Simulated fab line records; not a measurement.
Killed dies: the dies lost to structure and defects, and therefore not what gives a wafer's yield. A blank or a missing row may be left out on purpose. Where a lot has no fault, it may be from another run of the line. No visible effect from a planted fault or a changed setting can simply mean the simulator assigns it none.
What tool caused it? || flow nand harc || Sampling: 14 lots, 42 wafers, 5 of 1302 route steps

## WHAT THE GAUGES SHOWED, per wafer
NHARC_END_SORT_01.
{"lot": "L961", "measured": "day 27 15:38", "on": "prober-02", "defect limited yield (%)": "95.0 95.1 94.5", "killed at array": "26 27 35", "killed at other": "0 0 0", "killed at periphery": "8 6 2", "killed dies": "34 33 37", "killed open": "2 2 5", "killed short": "3 0 4"}
{"lot": "L967", "measured": "day 31 05:47", "on": "prober-01", "defect limited yield (%)": "92.0 87.9 87.9", "killed at array": "49 79 80", "killed at other": "2 1 1", "killed at periphery": "3 2 1", "killed dies": "54 82 82", "killed open": "1 3 5", "killed short": "1 1 1"}

## EACH LOT AND THE TOOL THAT RAN IT (in order: tool; ch and the chambers of the sampled wafers; start)
{"lot": "L953", "NHARC_A_M0_DEGAS_28": "pvd sputter-03, day 22 21:41", "NHARC_A_M0_PVD_20": "pvd sputter-03, day 22 22:26 or earlier", "NHARC_A_M0_ANNEAL_30": "rtp anneal-01 ch 0, day 22 22:26", "NHARC_A_M1_SOFTBAKE_04": "litho track-04 ch 0, day 23 00:00"}
{"lot": "L955", "NHARC_A_M0_DEGAS_28": "pvd sputter-02, day 23 13:12", "NHARC_A_M0_PVD_20": "pvd sputter-02, day 23 13:57 or earlier", "NHARC_A_M0_ANNEAL_30": "rtp anneal-01 ch 0, day 23 13:57", "NHARC_A_M1_SOFTBAKE_04": "litho track-01 ch 0, day 23 15:00"}
{"lot": "L954", "NHARC_A_M0_DEGAS_28": "pvd sputter-02, day 23 18:19", "NHARC_A_M0_PVD_20": "pvd sputter-02, day 23 19:16 or earlier", "NHARC_A_M0_ANNEAL_30": "rtp anneal-01 ch 0, day 23 19:16", "NHARC_A_M1_SOFTBAKE_04": "litho track-04 ch 0, day 23 21:00"}
{"lot": "L956", "NHARC_A_M0_DEGAS_28": "pvd sputter-01, day 23 19:04", "NHARC_A_M0_PVD_20": "pvd sputter-01, day 23 19:52 or earlier", "NHARC_A_M0_ANNEAL_30": "rtp anneal-01 ch 0, day 23 19:52", "NHARC_A_M1_SOFTBAKE_04": "litho track-04 ch 0, day 23 21:00"}
{"lot": "L957", "NHARC_A_M0_DEGAS_28": "pvd sputter-01, day 23 21:12", "NHARC_A_M0_PVD_20": "pvd sputter-01, day 23 21:56 or earlier", "NHARC_A_M0_ANNEAL_30": "rtp anneal-02 ch 0, day 23 21:56", "NHARC_A_M1_SOFTBAKE_04": "litho track-06 ch 0, day 23 23:00"}
{"lot": "L958", "NHARC_A_M0_DEGAS_28": "pvd sputter-01, day 25 00:49", "NHARC_A_M0_PVD_20": "pvd sputter-01, day 25 01:37 or earlier", "NHARC_A_M0_ANNEAL_30": "rtp anneal-01 ch 0, day 25 01:37", "NHARC_A_M1_SOFTBAKE_04": "litho track-04 ch 0, day 25 03:00"}
{"lot": "L959", "NHARC_A_M0_DEGAS_28": "pvd sputter-03, day 25 15:31", "NHARC_A_M0_PVD_20": "pvd sputter-03, day 25 16:14 or earlier", "NHARC_A_M0_ANNEAL_30": "rtp anneal-01 ch 0, day 25 16:14", "NHARC_A_M1_SOFTBAKE_04": "litho track-04 ch 0, day 25 19:00"}
{"lot": "L960", "NHARC_A_M0_DEGAS_28": "pvd sputter-02, day 25 20:02", "NHARC_A_M0_PVD_20": "pvd sputter-02, day 25 20:45 or earlier", "NHARC_A_M0_ANNEAL_30": "rtp anneal-02 ch 0, day 25 20:45", "NHARC_A_M1_SOFTBAKE_04": "litho track-01 ch 0, day 25 22:00"}
{"lot": "L961", "NHARC_A_M0_DEGAS_28": "pvd sputter-02, day 26 00:57", "NHARC_A_M0_PVD_20": "pvd sputter-02, day 26 01:47 or earlier", "NHARC_A_M0_ANNEAL_30": "rtp anneal-02 ch 0, day 26 01:47", "NHARC_A_M1_SOFTBAKE_04": "litho track-06 ch 0, day 26 04:00"}
{"lot": "L966", "NHARC_A_M0_DEGAS_28": "pvd sputter-03, day 27 21:32", "NHARC_A_M0_PVD_20": "pvd sputter-03, day 27 22:17 or earlier", "NHARC_A_M0_ANNEAL_30": "rtp anneal-01 ch 0, day 27 22:17", "NHARC_A_M1_SOFTBAKE_04": "litho track-04 ch 0, day 28 00:00"}
{"lot": "L965", "NHARC_A_M0_DEGAS_28": "pvd sputter-03, day 28 06:41", "NHARC_A_M0_PVD_20": "pvd sputter-03, day 28 07:25 or earlier", "NHARC_A_M0_ANNEAL_30": "rtp anneal-01 ch 0, day 28 07:25", "NHARC_A_M1_SOFTBAKE_04": "litho track-01 ch 0, day 28 09:00"}
{"lot": "L967", "NHARC_A_M0_DEGAS_28": "pvd sputter-02, day 29 15:08", "NHARC_A_M0_PVD_20": "pvd sputter-02, day 29 15:55 or earlier", "NHARC_A_M0_ANNEAL_30": "rtp anneal-02 ch 0, day 29 15:55", "NHARC_A_M1_SOFTBAKE_04": "litho track-01 ch 0, day 29 17:00"}
{"lot": "L976", "NHARC_A_M0_DEGAS_28": "pvd sputter-03, day 31 07:26", "NHARC_A_M0_PVD_20": "pvd sputter-03, day 31 08:10 or earlier", "NHARC_A_M0_ANNEAL_30": "rtp anneal-02 ch 0, day 31 08:10", "NHARC_A_M1_SOFTBAKE_04": "litho track-06 ch 0, day 31 09:00"}
{"lot": "L975", "NHARC_A_M0_DEGAS_28": "pvd sputter-03, day 31 13:34", "NHARC_A_M0_PVD_20": "pvd sputter-03, day 31 14:17 or earlier", "NHARC_A_M0_ANNEAL_30": "rtp anneal-01 ch 0, day 31 14:17", "NHARC_A_M1_SOFTBAKE_04": "litho track-04 ch 0, day 31 16:00"}
- NHARC_A_M0_DEGAS_28: time 60 s.
- NHARC_A_M0_PVD_20: deposits TaN, target thk 5 nm, time 8.06 s.
- NHARC_A_M0_ANNEAL_30: time 90 s.
- NHARC_A_M1_SOFTBAKE_04: time 55 s.

## AS READ BY THE TOOLS THEMSELVES (means over the sampled wafers that have a number; for cases with no such wafer, the mark the record gives instead)
NHARC_A_M0_DEGAS_28.
{"lot": "L953", "tool": "pvd sputter-03", "heater power w (W)": 348}
{"lot": "L955", "tool": "pvd sputter-02", "heater power w (W)": 365}
{"lot": "L954", "tool": "pvd sputter-02", "heater power w (W)": 371}
{"lot": "L956", "tool": "pvd sputter-01", "heater power w (W)": 352}
{"lot": "L957", "tool": "pvd sputter-01", "heater power w (W)": 324}
{"lot": "L958", "tool": "pvd sputter-01", "heater power w (W)": 318}
{"lot": "L959", "tool": "pvd sputter-03", "heater power w (W)": 375}
{"lot": "L960", "tool": "pvd sputter-02", "heater power w (W)": 379}
{"lot": "L961", "tool": "pvd sputter-02", "heater power w (W)": 389}
{"lot": "L966", "tool": "pvd sputter-03", "heater power w (W)": 362}
{"lot": "L965", "tool": "pvd sputter-03", "heater power w (W)": 362}
{"lot": "L967", "tool": "pvd sputter-02", "heater power w (W)": 353}
{"lot": "L976", "tool": "pvd sputter-03", "heater power w (W)": 346}
{"lot": "L975", "tool": "pvd sputter-03", "heater power w (W)": 358}

NHARC_A_M0_PVD_20.
{"lot": "L953", "tool": "pvd sputter-03", "throttle valve pct (%)": 30.9}
{"lot": "L955", "tool": "pvd sputter-02", "throttle valve pct (%)": 29.9}
{"lot": "L954", "tool": "pvd sputter-02", "throttle valve pct (%)": 30.4}
{"lot": "L956", "tool": "pvd sputter-01", "throttle valve pct (%)": 29.5}
{"lot": "L957", "tool": "pvd sputter-01", "throttle valve pct (%)": 30.1}
{"lot": "L958", "tool": "pvd sputter-01", "throttle valve pct (%)": 28.8}
{"lot": "L959", "tool": "pvd sputter-03", "throttle valve pct (%)": 30.5}
{"lot": "L960", "tool": "pvd sputter-02", "throttle valve pct (%)": 29.6}
{"lot": "L961", "tool": "pvd sputter-02", "throttle valve pct (%)": 29.9}
{"lot": "L966", "tool": "pvd sputter-03", "throttle valve pct (%)": 30.7}
{"lot": "L965", "tool": "pvd sputter-03", "throttle valve pct (%)": 31.1}
{"lot": "L967", "tool": "pvd sputter-02", "throttle valve pct (%)": 30.5}
{"lot": "L976", "tool": "pvd sputter-03", "throttle valve pct (%)": 31.2}
{"lot": "L975", "tool": "pvd sputter-03", "throttle valve pct (%)": 31.1}

NHARC_A_M0_ANNEAL_30.
{"lot": "L953", "tool": "rtp anneal-01", "wafer_temp_C_max": 226.2}
{"lot": "L955", "tool": "rtp anneal-01", "wafer_temp_C_max": 226.4}
{"lot": "L954", "tool": "rtp anneal-01", "wafer_temp_C_max": 226.2}
{"lot": "L956", "tool": "rtp anneal-01", "wafer_temp_C_max": 226.1}
{"lot": "L957", "tool": "rtp anneal-02", "wafer_temp_C_max": 225.6}
{"lot": "L958", "tool": "rtp anneal-01", "wafer_temp_C_max": 226.3}
{"lot": "L959", "tool": "rtp anneal-01", "wafer_temp_C_max": 225.9}
{"lot": "L960", "tool": "rtp anneal-02", "wafer_temp_C_max": 225.7}
{"lot": "L961", "tool": "rtp anneal-02", "wafer_temp_C_max": 225.8}
{"lot": "L966", "tool": "rtp anneal-01", "wafer_temp_C_max": 226.5}
{"lot": "L965", "tool": "rtp anneal-01", "wafer_temp_C_max": 226.5}
{"lot": "L967", "tool": "rtp anneal-02", "wafer_temp_C_max": 225.6}
{"lot": "L976", "tool": "rtp anneal-02", "wafer_temp_C_max": 225.9}
{"lot": "L975", "tool": "rtp anneal-01", "wafer_temp_C_max": 226.6}

NHARC_A_M1_SOFTBAKE_04.
{"lot": "L953", "tool": "litho track-04", "exhaust pa (Pa)": 46.3, "heater power total W (W)": 188.44}
{"lot": "L955", "tool": "litho track-01", "exhaust pa (Pa)": 45.1, "heater power total W (W)": 188.45}
{"lot": "L954", "tool": "litho track-04", "exhaust pa (Pa)": 45.3, "heater power total W (W)": 188.54}
{"lot": "L956", "tool": "litho track-04", "exhaust pa (Pa)": 44.9, "heater power total W (W)": 188.35}
{"lot": "L957", "tool": "litho track-06", "exhaust pa (Pa)": 44.9, "heater power total W (W)": 188.55}
{"lot": "L958", "tool": "litho track-04", "exhaust pa (Pa)": 43.1, "heater power total W (W)": 188.39}
{"lot": "L959", "tool": "litho track-04", "exhaust pa (Pa)": 44.4, "heater power total W (W)": 188.46}
{"lot": "L960", "tool": "litho track-01", "exhaust pa (Pa)": 45.4, "heater power total W (W)": 188.42}
{"lot": "L961", "tool": "litho track-06", "exhaust pa (Pa)": 45.5, "heater power total W (W)": 188.45}
{"lot": "L966", "tool": "litho track-04", "exhaust pa (Pa)": 44.8, "heater power total W (W)": 188.32}
{"lot": "L965", "tool": "litho track-01", "exhaust pa (Pa)": 45.3, "heater power total W (W)": 192.19}
{"lot": "L967", "tool": "litho track-01", "exhaust pa (Pa)": 45.1, "heater power total W (W)": 192.21}
{"lot": "L976", "tool": "litho track-06", "exhaust pa (Pa)": 45.8, "heater power total W (W)": 188.38}
{"lot": "L975", "tool": "litho track-04", "exhaust pa (Pa)": 45.0, "heater power total W (W)": 188.47}

## THE ANSWER, worked out from the rows above alone
Rule: what is usual is taken from the lots themselves. Put in order of their means at a reading, lots are off if they are a third of the lots or fewer, leave a main group of 4 or more, and stand apart from it by a gap of 3 or more times the standard deviation of the main group's means; of several such gaps the widest counts. The tables above print the reading to a certain number of digits; a main group whose means all agree to those digits is not used. Also off: a lot with no number at a reading for which 4 or more lots have one. The other lots that the step has rows for count as sound. Order of review: gauges by route order, followed by the tools' own readings, for which a lot's mean as printed above is used. The first step at which some lot is off is used, and at that step the reading that is off furthest; a lot without a number counts as furthest.
Off, at NHARC_A_M1_SOFTBAKE_04 on heater power total W: L965, L967. The main group: mean 188.44 W, standard deviation 0.066.
A tool fits if, at that step or a process step before it, it ran every lot that is off, and no sound lot after the first of them. NHARC_A_M0_PVD_20: start missing for some lots; hours and lot order therefore follow NHARC_A_M0_ANNEAL_30. One fits: NHARC_A_M1_SOFTBAKE_04 on litho track-01. A fault onset in the window from L960 (day 25 22:00, its last sound lot) to L965 (day 28 09:00, its first lot off) fits.
On the lots that are off, the tool's own readings at NHARC_A_M1_SOFTBAKE_04 differ by more than 5 times the standard deviation of the sound lots' means, which bears it out; heater power total W reads 192.20 W there versus 188.44 W on the sound lots.

## WHAT THE SIMULATOR PUT IN
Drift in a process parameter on litho track-01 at NHARC_A_M1_SOFTBAKE_04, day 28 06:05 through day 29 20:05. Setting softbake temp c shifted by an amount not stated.
Lots struck among those shown: L967, L965. The rule given above showed the same thing.
